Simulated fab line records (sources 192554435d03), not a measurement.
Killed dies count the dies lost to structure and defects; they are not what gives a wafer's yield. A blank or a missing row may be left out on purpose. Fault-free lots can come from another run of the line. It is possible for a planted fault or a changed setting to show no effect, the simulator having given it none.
The tool behind it: which one? || flow n5-finfet || 30 wafers from 13 lots sampled at 4 of the route's 1938 steps

WHAT THE GAUGES READ, wafer by wafer
N5_STI_FIN_REVEAL_CD_MEAS_22: target cd 6.238 nm, pitch 28 nm.
{"lot": "L815", "measured": "day 2 14:10", "on": "cd-sem-01", "cd-nm (nm)": "5.75 5.99 6.65"}
{"lot": "L816", "measured": "day 2 19:30", "on": "cd-sem-01", "cd-nm (nm)": "6.01 6.49"}
{"lot": "L817", "measured": "day 3 00:43", "on": "cd-sem-01", "cd-nm (nm)": "5.96 5.93 6.23"}
{"lot": "L818", "measured": "day 3 07:47", "on": "cd-sem-03", "cd-nm (nm)": "6.59 6.03 6.00"}
{"lot": "L819", "measured": "day 3 12:40", "on": "cd-sem-03", "cd-nm (nm)": "5.97 6.29 6.39"}
{"lot": "L820", "measured": "day 3 18:26", "on": "cd-sem-02", "cd-nm (nm)": "6.54 6.55"}
{"lot": "L821", "measured": "day 4 01:07", "on": "cd-sem-02", "cd-nm (nm)": "6.02 6.46"}
{"lot": "L824", "measured": "day 4 19:19", "on": "cd-sem-02", "cd-nm (nm)": 5.98}
{"lot": "L825", "measured": "day 5 01:29", "on": "cd-sem-03", "cd-nm (nm)": 6.01}
{"lot": "L826", "measured": "day 5 08:43", "on": "cd-sem-01", "cd-nm (nm)": 6.61}
{"lot": "L831", "measured": "day 6 14:28", "on": "cd-sem-01", "cd-nm (nm)": "5.86 5.79 5.84"}
{"lot": "L833", "measured": "day 7 01:27", "on": "cd-sem-01", "cd-nm (nm)": "5.80 5.77 6.22"}
{"lot": "L837", "measured": "day 8 02:53", "on": "cd-sem-01", "cd-nm (nm)": "6.17 6.00 6.19"}

N5_STI_FIN_REVEAL_INSPECT_13: inspects for defects (darkfield).
{"lot": "L815", "measured": "day 2 14:17", "on": "defect-inspect-01", "raw-defect-count": "12 19 9"}
{"lot": "L816", "measured": "day 2 19:37", "on": "defect-inspect-01", "raw-defect-count": "11 11"}
{"lot": "L817", "measured": "day 3 00:49", "on": "defect-inspect-02", "raw-defect-count": "9 11 15"}
{"lot": "L818", "measured": "day 3 07:55", "on": "defect-inspect-02", "raw-defect-count": "10 11 5"}
{"lot": "L819", "measured": "day 3 12:47", "on": "defect-inspect-01", "raw-defect-count": "9 21 4"}
{"lot": "L820", "measured": "day 3 18:33", "on": "defect-inspect-02", "raw-defect-count": "6 6"}
{"lot": "L821", "measured": "day 4 01:14", "on": "defect-inspect-02", "raw-defect-count": "12 10"}
{"lot": "L824", "measured": "day 4 19:26", "on": "defect-inspect-01", "raw-defect-count": 673}
{"lot": "L825", "measured": "day 5 01:36", "on": "defect-inspect-02", "raw-defect-count": 618}
{"lot": "L826", "measured": "day 5 08:50", "on": "defect-inspect-02", "raw-defect-count": 651}
{"lot": "L831", "measured": "day 6 14:35", "on": "defect-inspect-01", "raw-defect-count": "14 9 9"}
{"lot": "L833", "measured": "day 7 01:34", "on": "defect-inspect-02", "raw-defect-count": "11 10 14"}
{"lot": "L837", "measured": "day 8 03:00", "on": "defect-inspect-02", "raw-defect-count": "14 19 12"}

WHICH TOOL RAN EACH LOT (tool, then ch and the chambers of the sampled wafers, then the start)
{"lot": "L815", "N5_STI_FIN_REVEAL_STRIP_24": "rie-diel-03 ch 0,1,2, day 2 11:17", "N5_STI_FIN_REVEAL_RECESS_09": "vapor-etch-02 ch 0,1, day 2 11:30"}
{"lot": "L816", "N5_STI_FIN_REVEAL_STRIP_24": "rie-diel-04 ch 1,3, day 2 16:37", "N5_STI_FIN_REVEAL_RECESS_09": "vapor-etch-02 ch 0,1, day 2 16:50"}
{"lot": "L817", "N5_STI_FIN_REVEAL_STRIP_24": "rie-diel-03 ch 0,1,2, day 2 21:49", "N5_STI_FIN_REVEAL_RECESS_09": "vapor-etch-02 ch 0,1, day 2 22:33"}
{"lot": "L818", "N5_STI_FIN_REVEAL_STRIP_24": "rie-diel-02 ch 0,3, day 3 04:54", "N5_STI_FIN_REVEAL_RECESS_09": "vapor-etch-02 ch 0,1, day 3 05:07"}
{"lot": "L819", "N5_STI_FIN_REVEAL_STRIP_24": "rie-diel-04 ch 1,2, day 3 09:44", "N5_STI_FIN_REVEAL_RECESS_09": "vapor-etch-01 ch 0,1, day 3 09:57"}
{"lot": "L820", "N5_STI_FIN_REVEAL_STRIP_24": "rie-diel-02 ch 1,3, day 3 15:33", "N5_STI_FIN_REVEAL_RECESS_09": "vapor-etch-01 ch 0,1, day 3 16:18"}
{"lot": "L821", "N5_STI_FIN_REVEAL_STRIP_24": "rie-diel-03 ch 1,3, day 3 22:12", "N5_STI_FIN_REVEAL_RECESS_09": "vapor-etch-01 ch 0,1, day 3 23:30"}
{"lot": "L824", "N5_STI_FIN_REVEAL_STRIP_24": "rie-diel-04 ch 3, day 4 16:17", "N5_STI_FIN_REVEAL_RECESS_09": "vapor-etch-02 ch 1, day 4 16:30"}
{"lot": "L825", "N5_STI_FIN_REVEAL_STRIP_24": "rie-diel-04 ch 3, day 4 22:36", "N5_STI_FIN_REVEAL_RECESS_09": "vapor-etch-02 ch 1, day 4 23:20"}
{"lot": "L826", "N5_STI_FIN_REVEAL_STRIP_24": "rie-diel-02 ch 0, day 5 05:49", "N5_STI_FIN_REVEAL_RECESS_09": "vapor-etch-02 ch 1, day 5 06:33"}
{"lot": "L831", "N5_STI_FIN_REVEAL_STRIP_24": "rie-diel-03 ch 1,2,3, day 6 11:34", "N5_STI_FIN_REVEAL_RECESS_09": "vapor-etch-01 ch 0, day 6 11:47"}
{"lot": "L833", "N5_STI_FIN_REVEAL_STRIP_24": "rie-diel-04 ch 0,2, day 6 22:23", "N5_STI_FIN_REVEAL_RECESS_09": "vapor-etch-01 ch 0,1, day 6 22:43"}
{"lot": "L837", "N5_STI_FIN_REVEAL_STRIP_24": "rie-diel-02 ch 0,1, day 7 23:58", "N5_STI_FIN_REVEAL_RECESS_09": "vapor-etch-01 ch 0,1, day 8 00:10"}
- N5_STI_FIN_REVEAL_STRIP_24: strips in N2/H2, time 90 s.
- N5_STI_FIN_REVEAL_RECESS_09: chemistry HF/NH3, target SiO2, afs cycles 11, target depth 42.5 nm, sublimation time 60 s.

WHAT THE TOOLS THEMSELVES READ (means of the sampled wafers that have a number; where no wafer has one, the mark that the record gives instead)
N5_STI_FIN_REVEAL_STRIP_24.
{"lot": "L815", "tool": "rie-diel-03", "drypump-motor-current-A (A)": 5.6, "oes-product-au (a.u.)": 0.69, "rf-vpp-V (V)": 45.2, "showerhead-plenum-p-Torr (Torr)": 3.34, "throttle-valve-pct (%)": 12.6}
{"lot": "L816", "tool": "rie-diel-04", "drypump-motor-current-A (A)": 6.1, "oes-product-au (a.u.)": 0.85, "rf-vpp-V (V)": 45.5, "showerhead-plenum-p-Torr (Torr)": 3.42, "throttle-valve-pct (%)": 12.2}
{"lot": "L817", "tool": "rie-diel-03", "drypump-motor-current-A (A)": 5.5, "oes-product-au (a.u.)": 0.69, "rf-vpp-V (V)": 45.4, "showerhead-plenum-p-Torr (Torr)": 3.34, "throttle-valve-pct (%)": 12.6}
{"lot": "L818", "tool": "rie-diel-02", "drypump-motor-current-A (A)": 5.6, "oes-product-au (a.u.)": 0.70, "rf-vpp-V (V)": 44.2, "showerhead-plenum-p-Torr (Torr)": 3.30, "throttle-valve-pct (%)": 12.5}
{"lot": "L819", "tool": "rie-diel-04", "drypump-motor-current-A (A)": 6.1, "oes-product-au (a.u.)": 0.92, "rf-vpp-V (V)": 45.3, "showerhead-plenum-p-Torr (Torr)": 3.39, "throttle-valve-pct (%)": 11.8}
{"lot": "L820", "tool": "rie-diel-02", "drypump-motor-current-A (A)": 6.1, "oes-product-au (a.u.)": 0.69, "rf-vpp-V (V)": 44.7, "showerhead-plenum-p-Torr (Torr)": 3.26, "throttle-valve-pct (%)": 12.5}
{"lot": "L821", "tool": "rie-diel-03", "drypump-motor-current-A (A)": 5.4, "oes-product-au (a.u.)": 0.72, "rf-vpp-V (V)": 45.1, "showerhead-plenum-p-Torr (Torr)": 3.30, "throttle-valve-pct (%)": 12.5}
{"lot": "L824", "tool": "rie-diel-04", "drypump-motor-current-A (A)": 6.4, "oes-product-au (a.u.)": 0.70, "rf-vpp-V (V)": 45.6, "showerhead-plenum-p-Torr (Torr)": 3.49, "throttle-valve-pct (%)": 12.6}
{"lot": "L825", "tool": "rie-diel-04", "drypump-motor-current-A (A)": 6.4, "oes-product-au (a.u.)": 0.70, "rf-vpp-V (V)": 45.7, "showerhead-plenum-p-Torr (Torr)": 3.49, "throttle-valve-pct (%)": 12.6}
{"lot": "L826", "tool": "rie-diel-02", "drypump-motor-current-A (A)": 5.6, "oes-product-au (a.u.)": 0.68, "rf-vpp-V (V)": 45.3, "showerhead-plenum-p-Torr (Torr)": 3.47, "throttle-valve-pct (%)": 12.6}
{"lot": "L831", "tool": "rie-diel-03", "drypump-motor-current-A (A)": 5.5, "oes-product-au (a.u.)": 0.78, "rf-vpp-V (V)": 45.1, "showerhead-plenum-p-Torr (Torr)": 3.29, "throttle-valve-pct (%)": 12.4}
{"lot": "L833", "tool": "rie-diel-04", "drypump-motor-current-A (A)": 5.5, "oes-product-au (a.u.)": 0.83, "rf-vpp-V (V)": 44.9, "showerhead-plenum-p-Torr (Torr)": 3.32, "throttle-valve-pct (%)": 12.2}
{"lot": "L837", "tool": "rie-diel-02", "drypump-motor-current-A (A)": 6.4, "oes-product-au (a.u.)": 0.92, "rf-vpp-V (V)": 45.1, "showerhead-plenum-p-Torr (Torr)": 3.35, "throttle-valve-pct (%)": 11.9}

N5_STI_FIN_REVEAL_RECESS_09.
{"lot": "L815", "tool": "vapor-etch-02", "drypump-motor-current-A (A)": 6.0, "sublimation-temp-c (C)": 180.11}
{"lot": "L816", "tool": "vapor-etch-02", "drypump-motor-current-A (A)": 5.8, "sublimation-temp-c (C)": 179.71}
{"lot": "L817", "tool": "vapor-etch-02", "drypump-motor-current-A (A)": 6.0, "sublimation-temp-c (C)": 180.01}
{"lot": "L818", "tool": "vapor-etch-02", "drypump-motor-current-A (A)": 6.1, "sublimation-temp-c (C)": 180.01}
{"lot": "L819", "tool": "vapor-etch-01", "drypump-motor-current-A (A)": 5.6, "sublimation-temp-c (C)": 180.08}
{"lot": "L820", "tool": "vapor-etch-01", "drypump-motor-current-A (A)": 5.7, "sublimation-temp-c (C)": 179.81}
{"lot": "L821", "tool": "vapor-etch-01", "drypump-motor-current-A (A)": 5.7, "sublimation-temp-c (C)": 180.04}
{"lot": "L824", "tool": "vapor-etch-02", "drypump-motor-current-A (A)": 6.4, "sublimation-temp-c (C)": 179.77}
{"lot": "L825", "tool": "vapor-etch-02", "drypump-motor-current-A (A)": 6.4, "sublimation-temp-c (C)": 180.30}
{"lot": "L826", "tool": "vapor-etch-02", "drypump-motor-current-A (A)": 6.4, "sublimation-temp-c (C)": 180.06}
{"lot": "L831", "tool": "vapor-etch-01", "drypump-motor-current-A (A)": 5.5, "sublimation-temp-c (C)": 180.11}
{"lot": "L833", "tool": "vapor-etch-01", "drypump-motor-current-A (A)": 5.6, "sublimation-temp-c (C)": 179.98}
{"lot": "L837", "tool": "vapor-etch-01", "drypump-motor-current-A (A)": 5.7, "sublimation-temp-c (C)": 180.00}

THE ANSWER, worked out from the rows above alone
Rule: the usual values come from the lots themselves. Put in order of their means at a reading, lots are off if they are a third of the lots or fewer, leave a main group of 4 or more, and stand apart from it by a gap of 3 or more times the standard deviation of the main group's means; of several such gaps the widest counts. If all means in a main group match to the digits the tables above print for the reading, that group is not used. Also off: a lot with no number at a reading for which 4 or more lots have one. The other lots that the step has rows for count as sound. The gauges are gone through in route order, then the tools' own readings, and for those a lot's mean is taken as printed above. The first step at which some lot is off is used, and at that step the reading that is off furthest; a lot without a number counts as furthest.
Off: L824, L825, L826 (N5_STI_FIN_REVEAL_INSPECT_13, raw-defect-count). The main group has a mean of 11 with a standard deviation of 2.3.
If a tool, at a process step before that reading, ran all the lots that are off and no sound lot after the first of them, it fits. The gauges at N5_STI_FIN_REVEAL_INSPECT_13 are tried like those tools. One fits: N5_STI_FIN_REVEAL_RECESS_09 on vapor-etch-02. Its last sound lot is L818 (day 3 05:07), its first lot that is off L824 (day 4 16:30): a fault that began between those two fits.

WHAT HAD BEEN PUT IN BY THE SIMULATOR
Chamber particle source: vapor-etch-02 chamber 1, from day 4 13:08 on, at N5_STI_FIN_REVEAL_RECESS_09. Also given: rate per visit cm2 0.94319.
Lots struck among those shown: L824, L825, L826. The rule above reached the same finding.
